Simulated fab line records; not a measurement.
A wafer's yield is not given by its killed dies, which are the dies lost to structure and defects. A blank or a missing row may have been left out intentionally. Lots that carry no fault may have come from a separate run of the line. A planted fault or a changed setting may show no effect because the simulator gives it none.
Split-lot experiment | flow n5-finfet | 21 wafers read from 7 lots, route of 1938 steps

THE SPLIT ITSELF
At N5_BEOL_M14_TRENCH_ETCH_34 (etches SiO2 in C4F8/O2/Ar, target depth 556.65 nm, time 126.9 s), the setting time-s was moved away from the recipe's 126.9 s on 8 of the 21 wafers read, by -9.9% to +22.5%. All remaining wafers had this setting at the recipe value.

FROM THE SPLIT TO THE READING: what the file shows between them, 8 steps
- N5_BEOL_M14_STRIP_70: strips in C4F8/O2/Ar
- N5_BEOL_M14_OCD_MEAS_35
- N5_BEOL_M14_SPUTTER_45: material Cu, target thk 100 nm, time 16.67 s (also split here: power-w)
- N5_BEOL_M14_ECD_47: material Cu, target thk 1248 nm
- N5_BEOL_M14_ANNEAL_48: time 90 s
- N5_BEOL_M14_CMP_49: polishes, stops on SiO2, t overpolish 5.2 s, target thk 560 nm
- N5_BEOL_M14_PRE_CLEAN_52: time 15 s
- N5_BEOL_M14_DEP_53: deposits SiCN from 3MS/NH3, target thk 50 nm, time 17.8 s

THE READING
M14_RS in ohm/sq, measured at N5_BEOL_M14_RS_MEAS_54 by four-point-probe. Fault-free wafers of this fab line usually give 0.0331 ohm/sq, standard deviation 0.00085 ohm/sq.

wafer  | tool, chamber at the split | time-s as run, s | against the recipe | M14_RS, ohm/sq | against lot-mates on the recipe
L074.3 | rie-diel-01, 1             | 126.9            | recipe             | 0.0323         | -
L074.5 | rie-diel-01, 2             | 118.9            | -6.3%              | 0.0348         | +0.0025
L074.6 | rie-diel-01, 1             | 126.9            | recipe             | 0.0323         | -
L078.1 | rie-diel-05, 0             | 155.4            | +22.5%             | 0.0275         | -0.0046
L078.2 | rie-diel-05, 3             | 126.9            | recipe             | 0.0321         | -
L078.4 | rie-diel-05, 1             | 155.4            | +22.5%             | 0.0276         | -0.0045
L082.4 | rie-diel-03, 3             | 114.3            | -9.9%              | 0.0368         | +0.0029
L082.5 | rie-diel-03, 2             | 126.9            | recipe             | 0.0345         | -
L082.6 | rie-diel-03, 3             | 126.9            | recipe             | 0.0332         | -
L084.1 | rie-diel-01, 2             | 150.2            | +18.4%             | 0.0279         | -0.0046
L084.4 | rie-diel-01, 1             | 126.9            | recipe             | 0.0325         | -
L084.6 | rie-diel-01, 2             | 150.2            | +18.4%             | 0.0280         | -0.0045
L089.1 | rie-diel-03, 0             | 126.9            | recipe             | 0.0329         | -
L089.4 | rie-diel-03, 1             | 126.9            | recipe             | 0.0326         | -
L089.5 | rie-diel-03, 2             | 126.9            | recipe             | 0.0347         | -
L092.2 | rie-diel-01, 3             | 126.9            | recipe             | 0.0326         | -
L092.3 | rie-diel-01, 2             | 126.9            | recipe             | 0.0328         | -
L092.6 | rie-diel-01, 3             | 126.9            | recipe             | 0.0328         | -
L097.1 | rie-diel-05, 1             | 154.6            | +21.8%             | 0.0277         | -0.0047
L097.3 | rie-diel-05, 3             | 154.6            | +21.8%             | 0.0264         | -0.0060
L097.6 | rie-diel-05, 3             | 126.9            | recipe             | 0.0324         | -

THE FIT
A straight line over all 21 wafers: M14_RS changes by -0.000267 ohm/sq for each +1% of time-s; r = -0.97; the points scatter about the line by 0.00076 ohm/sq.
The same after taking each lot's own level away (the mean of its wafers on the recipe; 21 wafers): -0.000239 ohm/sq for each +1%; r = -0.97; scatter 0.00059 ohm/sq.
The reading moves by 0.0054 ohm/sq for the largest change in time-s, on that fit.
From 0.03210 to 0.03385 ohm/sq: that is the span of the lots' own levels, equal to 2.1 times the standard deviation above.
So the slope is not independent of the lot-to-lot level: the two fits are not the same.
Check: -0.00539 ohm/sq against its lot-mates is what the line predicts for one of the wafers moved furthest among these (+22.5%) when that wafer is left out of the fit. It came out at -0.0046 ohm/sq against them.

OTHER SPLITS APPLIED TO THESE WAFERS
Other splits were also applied to these wafers ahead of the reading. Each is held against what the fit with the lots' levels taken away leaves over:
other split on the same wafers   | wafers away from the commonest value | r with M14_RS (lot level and that fit taken away)
N5_BEOL_M9_CMP_52 down-force-psi | 11                                   | -0.07
N5_BEOL_M11_PECVD_70 time-s      | 8                                    | -0.08
N5_BEOL_M11_VIA_ETCH_34 source-w | 9                                    | +0.12
N5_BEOL_M13_ETCH_59 time-s       | 7                                    | -0.22
N5_BEOL_M13_DEP_53 time-s        | 5                                    | -0.29
N5_BEOL_M14_SPUTTER_45 power-w   | 9                                    | -0.15

THE WHOLE CHAIN: every reading that the file lists as answering this split, in the file's order
step                       | what it does                                                    | reading                                                                       | change (the file's fit)               | r (the file's)
N5_BEOL_M14_TRENCH_ETCH_34 | etches SiO2 in C4F8/O2/Ar, target depth 556.65 nm, time 126.9 s | etch.depth-nm (the simulator's own value, which no gauge read)                | +4.75 nm for each +1% of the setting  | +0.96
N5_BEOL_M14_OCD_MEAS_35    |                                                                 | trench-depth-nm                                                               | +4.76 nm for each +1% of the setting  | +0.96
N5_BEOL_M14_CMP_49         | polishes, stops on SiO2, t overpolish 5.2 s, target thk 560 nm  | Cu_of_BEOL_M14_ECD_47.thk-nm (the simulator's own value, which no gauge read) | +5.83 nm for each +1% of the setting  | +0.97
N5_BEOL_M14_RS_MEAS_54     | measures by four-point-probe                                    | M14_RS                                                                        | -0.000239 for each +1% of the setting | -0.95

FILE'S OWN FIT
M14_RS changes by -0.000239 ohm/sq for each +1% of time-s, r = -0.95.
